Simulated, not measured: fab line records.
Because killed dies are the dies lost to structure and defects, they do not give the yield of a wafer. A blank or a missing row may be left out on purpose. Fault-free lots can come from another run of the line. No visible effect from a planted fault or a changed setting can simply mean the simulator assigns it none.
The tool behind it: which one?    flow n5-finfet    9 lots with 24 wafers sampled at 7 steps, on a route of 1938 steps

## WHAT THE GAUGES READ, wafer by wafer
N5_FIN_SAQP_THK_MEAS_05. Usual: thk-nm at 37.9 nm, with a standard deviation of 0.64.
lot   measured     on             thk-nm (nm)     flag
L692  day 2 03:22  film-metro-01  38.6 38.9       
L693  day 2 09:19  film-metro-01  38.1 37.8       
L696  day 3 03:04  film-metro-01  36.5 36.8 37.3  
L697  day 3 08:39  film-metro-01  38.0 38.7 37.9  
L699  day 3 20:40  film-metro-01  38.5 37.2       
L700  day 4 02:48  film-metro-02  37.8 37.4 38.0  
L702  day 4 17:58  film-metro-01  38.1 37.4 37.5  
L711  day 6 22:17  film-metro-01  37.8 36.4 43.3  
L713  day 7 10:20  film-metro-01  36.7 37.4 37.2  

N5_BEOL_M4_RC_MEAS_101. Usual: DIBL_N 37.5 mV/V, standard deviation 2; DIBL_P 37.5 mV/V, standard deviation 2.5; IOFF_N 0.18 nA/um, standard deviation 0.042; IOFF_P 0.24 nA/um, standard deviation 0.046; ION_N 677 uA/um, standard deviation 15; ION_P 464 uA/um, standard deviation 9.5; SS_N 72.0 mV/dec, standard deviation 0.76; SS_P 73.6 mV/dec, standard deviation 0.79; VT_N 249 mV, standard deviation 3.5; VT_P -249 mV, standard deviation 3.2.
lot   measured      on         DIBL_N (mV/V)   DIBL_P (mV/V)   IOFF_N (nA/um)  IOFF_P (nA/um)  ION_N (uA/um)  ION_P (uA/um)  SS_N (mV/dec)   SS_P (mV/dec)   VT_N (mV)    VT_P (mV)       flag
L692  day 8 02:11   prober-02  37.0 38.1       38.6 39.7       0.17 0.18       0.23 0.26       691 667        466 458        72.8 72.8       74.1 74.7       247 251      -251 -249       
L693  day 8 05:43   prober-01  34.7 38.8       34.3 37.2       0.14 0.21       0.18 0.21       698 670        476 459        71.2 73.5       72.8 73.6       254 247      -251 -253       
L696  day 9 03:02   prober-01  34.2 36.0 36.8  34.4 37.9 38.0  0.15 0.18 0.20  0.18 0.24 0.23  682 670 687    471 457 464    72.3 72.0 72.0  73.2 73.3 74.3  253 247 247  -254 -249 -251  
L697  day 9 10:41   prober-02  37.3 39.1 34.8  36.9 38.0 35.0  0.17 0.20 0.13  0.24 0.26 0.23  678 684 650    469 472 454    71.4 72.7 71.0  74.0 74.2 74.0  249 248 250  -249 -247 -248  
L699  day 10 00:06  prober-02  34.7 42.7       33.6 45.1       0.12 0.30       0.16 0.38       657 694        454 473        70.5 73.4       71.5 75.7       257 243      -252 -241       
L700  day 10 05:03  prober-02  38.8 38.0 39.1  39.8 37.3 39.7  0.21 0.18 0.19  0.29 0.24 0.28  691 677 667    475 465 468    71.1 71.7 71.3  74.3 73.2 74.1  243 252 247  -242 -247 -245  
L702  day 10 12:13  prober-01  37.1 37.0 36.0  40.3 38.0 37.7  0.19 0.19 0.15  0.27 0.20 0.20  658 665 654    446 449 446    71.9 73.0 72.2  74.3 72.5 72.6  250 248 254  -252 -252 -255  
L711  day 13 02:38  prober-01  34.4 42.0 38.2  32.8 42.2 36.4  0.13 0.33 0.18  0.20 0.38 0.23  667 704 681    465 485 468    71.4 73.0 72.0  72.4 74.2 73.9  251 238 249  -249 -242 -248  
L713  day 13 17:25  prober-01  39.4 34.4 39.7  39.4 34.4 40.4  0.22 0.12 0.23  0.25 0.18 0.28  683 672 697    457 465 474    72.8 71.4 72.3  74.8 73.1 74.5  244 251 241  -249 -254 -249  

## WHAT TOOL EACH LOT RAN ON (gives the tool, then ch and the chambers of the sampled wafers, and finally the start)
lot   N5_WELL_APT_EPI_41              N5_PMOS_HMC_CHANNEL_EPI_DESCUM_14  N5_FIN_SAQP_DENSIFY_62           N5_FIN_SAQP_HM_DEP_03           N5_FIN_SAQP_HM_OPEN_33
L692  epi-rpcvd-03 ch 0, day 1 22:01  rie-diel-03 ch 1, day 1 23:26      rtp-anneal-02 ch 0, day 2 03:06  pecvd-03 ch 1, day 2 03:17      rie-diel-04 ch 0,3, day 2 08:07
L693  epi-rpcvd-02 ch 0, day 2 04:22  rie-diel-01 ch 2,3, day 2 05:39    rtp-anneal-02 ch 0, day 2 09:02  pecvd-03 ch 1,2, day 2 09:13    rie-diel-05 ch 2,3, day 2 14:02
L696  epi-rpcvd-01 ch 0, day 2 22:13  rie-diel-02 ch 0,1,3, day 2 23:38  rtp-anneal-01 ch 0, day 3 02:46  pecvd-01 ch 0,1,2, day 3 02:58  rie-diel-05 ch 0,1,2, day 3 07:49
L697  epi-rpcvd-01 ch 0, day 3 04:03  rie-diel-02 ch 0,3, day 3 05:07    rtp-anneal-02 ch 0, day 3 08:19  pecvd-03 ch 1,2, day 3 08:32    rie-diel-06 ch 0,1, day 3 13:27
L699  epi-rpcvd-03 ch 0, day 3 16:04  rie-diel-02 ch 1,2, day 3 17:06    rtp-anneal-02 ch 0, day 3 20:22  pecvd-03 ch 1,2, day 3 20:35    rie-diel-06 ch 2,3, day 4 02:20
L700  epi-rpcvd-01 ch 0, day 3 22:17  rie-diel-01 ch 1,2, day 3 23:20    rtp-anneal-01 ch 0, day 4 02:30  pecvd-01 ch 0,1, day 4 02:43    rie-diel-04 ch 0,1,2, day 4 08:21
L702  epi-rpcvd-02 ch 0, day 4 10:26  rie-diel-03 ch 0,1, day 4 11:45    rtp-anneal-01 ch 0, day 4 17:40  pecvd-03 ch 1,2, day 4 17:53    rie-diel-06 ch 0,1,3, day 4 22:35
L711  epi-rpcvd-02 ch 0, day 6 17:04  rie-diel-01 ch 2,3, day 6 18:53    rtp-anneal-02 ch 0, day 6 22:01  pecvd-03 ch 0,1,2, day 6 22:12  rie-diel-05 ch 0,1,3, day 7 03:43
L713  epi-rpcvd-02 ch 0, day 7 04:09  rie-diel-02 ch 1,3, day 7 05:54    rtp-anneal-01 ch 0, day 7 10:02  pecvd-01 ch 0,2, day 7 10:13    rie-diel-04 ch 0,1,2, day 7 15:18
- N5_WELL_APT_EPI_41: deposits Si from SiH4/H2, target thk 50 nm, time 297.7 s.
- N5_PMOS_HMC_CHANNEL_EPI_DESCUM_14: chemistry O2, time 7.9 s.
- N5_FIN_SAQP_DENSIFY_62: time 60 s.
- N5_FIN_SAQP_HM_DEP_03: deposits SiNx from SiH4/NH3/N2, target thk 38 nm, time 33.6 s.
- N5_FIN_SAQP_HM_OPEN_33: chemistry CH3F/O2, target SiNx, target depth 49.4 nm, time 70.6 s.

## WHAT THE TOOLS THEMSELVES READ (means of the sampled wafers that have a number; where no wafer has one, the mark that the record gives instead)
N5_WELL_APT_EPI_41. Usual: throttle-valve-pct at 11.2 %, with a standard deviation of 0.47.
lot   tool          throttle-valve-pct (%)  flag
L692  epi-rpcvd-03  11.1                    
L693  epi-rpcvd-02  11.9                    
L696  epi-rpcvd-01  10.9                    
L697  epi-rpcvd-01  10.8                    
L699  epi-rpcvd-03  11.1                    
L700  epi-rpcvd-01  10.8                    
L702  epi-rpcvd-02  11.7                    
L711  epi-rpcvd-02  11.7                    
L713  epi-rpcvd-02  11.8                    

N5_PMOS_HMC_CHANNEL_EPI_DESCUM_14. Usual: drypump-motor-current-A 5.7 A, standard deviation 0.38; oes-product-au 0.76 a.u., standard deviation 0.052; rf-vpp-V 243.1 V, standard deviation 1.4; showerhead-plenum-p-Torr 2.08 Torr, standard deviation 0.063; throttle-valve-pct 20.46 %, standard deviation 0.25.
lot   tool         drypump-motor-current-A (A)  oes-product-au (a.u.)  rf-vpp-V (V)  showerhead-plenum-p-Torr (Torr)  throttle-valve-pct (%)  flag
L692  rie-diel-03  6.2                          0.80                   244.2         2.16                             20.55                   
L693  rie-diel-01  5.8                          0.78                   242.7         2.05                             20.31                   
L696  rie-diel-02  5.8                          0.77                   242.7         2.08                             20.28                   
L697  rie-diel-02  6.0                          0.79                   244.3         2.07                             20.28                   
L699  rie-diel-02  5.4                          0.70                   243.8         2.08                             20.55                   
L700  rie-diel-01  6.0                          0.77                   242.7         2.04                             20.34                   
L702  rie-diel-03  5.9                          0.77                   244.9         2.19                             20.64                   
L711  rie-diel-01  6.0                          0.75                   241.3         2.03                             20.35                   
L713  rie-diel-02  5.5                          0.86                   242.8         2.09                             19.99                   

N5_FIN_SAQP_DENSIFY_62. Usual: lamp-power-pct 9.84 %, standard deviation 0.058; wafer_temp_C_max 703.2, standard deviation 0.6.
lot   tool           lamp-power-pct (%)  wafer_temp_C_max  flag
L692  rtp-anneal-02  9.86                703.8             
L693  rtp-anneal-02  9.87                703.6             
L696  rtp-anneal-01  9.84                703.3             
L697  rtp-anneal-02  9.87                702.7             
L699  rtp-anneal-02  9.87                703.3             
L700  rtp-anneal-01  9.84                703.2             
L702  rtp-anneal-01  9.86                703.3             
L711  rtp-anneal-02  9.89                702.7             
L713  rtp-anneal-01  9.89                704.2             

N5_FIN_SAQP_HM_DEP_03. Usual: heater-power-w 759 W, standard deviation 68; showerhead-plenum-p-Torr 5.12 Torr, standard deviation 0.06; throttle-valve-pct 39.2 %, standard deviation 1.3.
lot   tool      heater-power-w (W)  showerhead-plenum-p-Torr (Torr)  throttle-valve-pct (%)  flag
L692  pecvd-03  723                 5.08                             38.8                    
L693  pecvd-03  757                 5.08                             38.5                    
L696  pecvd-01  747                 5.14                             39.1                    
L697  pecvd-03  727                 5.09                             38.5                    
L699  pecvd-03  834                 5.09                             38.2                    
L700  pecvd-01  698                 5.17                             38.3                    
L702  pecvd-03  754                 5.09                             38.5                    
L711  pecvd-03  786                 5.10                             38.9                    
L713  pecvd-01  676                 5.21                             38.5                    

N5_FIN_SAQP_HM_OPEN_33. Usual: drypump-motor-current-A 5.7 A, standard deviation 0.46; etch-rf-on-time-s 69.2 s, standard deviation 2.1; oes-product-au 0.65 a.u., standard deviation 0.059; rf-vpp-V 297 V, standard deviation 14; showerhead-plenum-p-Torr 2.04 Torr, standard deviation 0.065; throttle-valve-pct 16.37 %, standard deviation 0.23.
lot   tool         drypump-motor-current-A (A)  etch-rf-on-time-s (s)  oes-product-au (a.u.)  rf-vpp-V (V)  showerhead-plenum-p-Torr (Torr)  throttle-valve-pct (%)  flag
L692  rie-diel-04  5.7                          70.8                   0.60                   292           1.98                             16.46                   
L693  rie-diel-05  5.9                          69.7                   0.68                   276           2.01                             16.30                   
L696  rie-diel-05  5.8                          66.1                   0.69                   295           2.10                             16.31                   
L697  rie-diel-06  6.0                          71.7                   0.64                   312           2.01                             16.28                   
L699  rie-diel-06  5.9                          66.7                   0.67                   304           2.05                             16.22                   
L700  rie-diel-04  5.3                          68.1                   0.61                   293           2.03                             16.58                   
L702  rie-diel-06  5.9                          68.4                   0.65                   313           2.01                             16.35                   
L711  rie-diel-05  5.6                          71.4                   0.69                   296           2.08                             16.25                   
L713  rie-diel-04  5.3                          68.3                   0.67                   294           2.03                             16.48                   

## THE ANSWER, worked out from the rows above alone
Rule: a lot is off if the mean of its wafers that have a number lies more than 3 standard deviations from the usual mean. A lot without any number at a reading at which 4 lots or more have one is off too. The other lots that the step has rows for count as sound. First the gauges in route order, then the tools' own readings, where a lot's mean is used as printed above. The first step at which some lot is off is used, and at that step the reading that is off furthest; a lot without a number counts as furthest.
Nothing can be told from this: no lot is off at any reading shown.

## WHAT WAS PUT IN BY THE SIMULATOR
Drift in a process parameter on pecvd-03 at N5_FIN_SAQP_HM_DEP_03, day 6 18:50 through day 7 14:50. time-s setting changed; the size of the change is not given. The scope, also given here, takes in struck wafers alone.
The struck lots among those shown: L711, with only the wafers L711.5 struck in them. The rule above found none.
